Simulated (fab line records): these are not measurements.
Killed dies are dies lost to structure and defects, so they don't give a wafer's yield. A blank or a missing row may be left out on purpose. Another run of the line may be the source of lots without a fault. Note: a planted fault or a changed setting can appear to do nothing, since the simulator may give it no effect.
Chamber matching ; flow nand harc ; rie diel-04 running NHARC_A_CONTACT_DESCUM_13: 4 sister chambers
The step chemistry O2, time 3 s. 14 wafers are shown with their chamber, then 7 later ones without.

EACH WAFER AND ITS CHAMBER
wafer;chamber;drypump motor current A (A);showerhead plenum p Torr (Torr);oes product au (a.u.)
L078.2;1;5.0;1.88;1.016
L078.5;0;5.9;1.95;1.024
L078.6;3;6.2;1.92;1.014
L076.1;0;5.9;1.95;1.014
L076.4;2;5.6;1.85;1.003
L076.6;1;5.0;1.88;0.995
L077.1;0;5.9;1.94;1.012
L077.3;1;5.0;1.88;1.001
L077.5;3;6.1;1.92;0.997
L081.3;0;6.0;1.94;1.015
L081.4;1;5.0;1.87;1.007
L081.6;3;6.2;1.91;1.010
L083.2;1;5.0;1.87;0.995
L083.4;3;6.2;1.91;1.005

SIGNATURES (means of the wafers above)
reading;chamber 0;chamber 1;chamber 2;chamber 3;scatter within a chamber
drypump motor current A;5.925;5.000;5.600;6.175;0.0387
showerhead plenum p Torr;1.9450;1.8760;1.8500;1.9150;0.00566
oes product au;1.01625;1.00280;1.00300;1.00650;0.0075
Rule: a wafer lies at a distance from a chamber equal to the root of the sum of squares, over the readings, of (its reading less the chamber's mean, divided by the reading's scatter). The wafer belongs to the nearest chamber; if the next one is less than 2 further off, it can't be placed. How the scatter is found: for the shown wafers, subtract from each reading the mean of its chamber, square and add these, divide the total by (wafers less chambers), then take the root.

WAFERS WITHOUT THEIR CHAMBER
wafer;drypump motor current A (A);showerhead plenum p Torr (Torr);oes product au (a.u.)
L083.5;5.0;1.87;0.999
L085.4;6.2;1.91;0.989
L085.5;5.0;1.87;1.008
L085.6;5.9;1.94;1.001
L092.2;6.2;1.90;0.998
L092.3;6.0;1.93;1.012
L092.6;5.6;1.84;1.001

EACH ONE'S CHAMBER
wafer;from the rows above;in truth
L083.5;1;1
L085.4;3;3
L085.5;1;1
L085.6;0;0
L092.2;3;3
L092.3;can't be placed: 0 or 3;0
L092.6;2;2
Correct placement for 6 of the 7. Not placeable from these rows: 1 (in 1, the candidates include the true chamber). Number placed wrongly: 0.
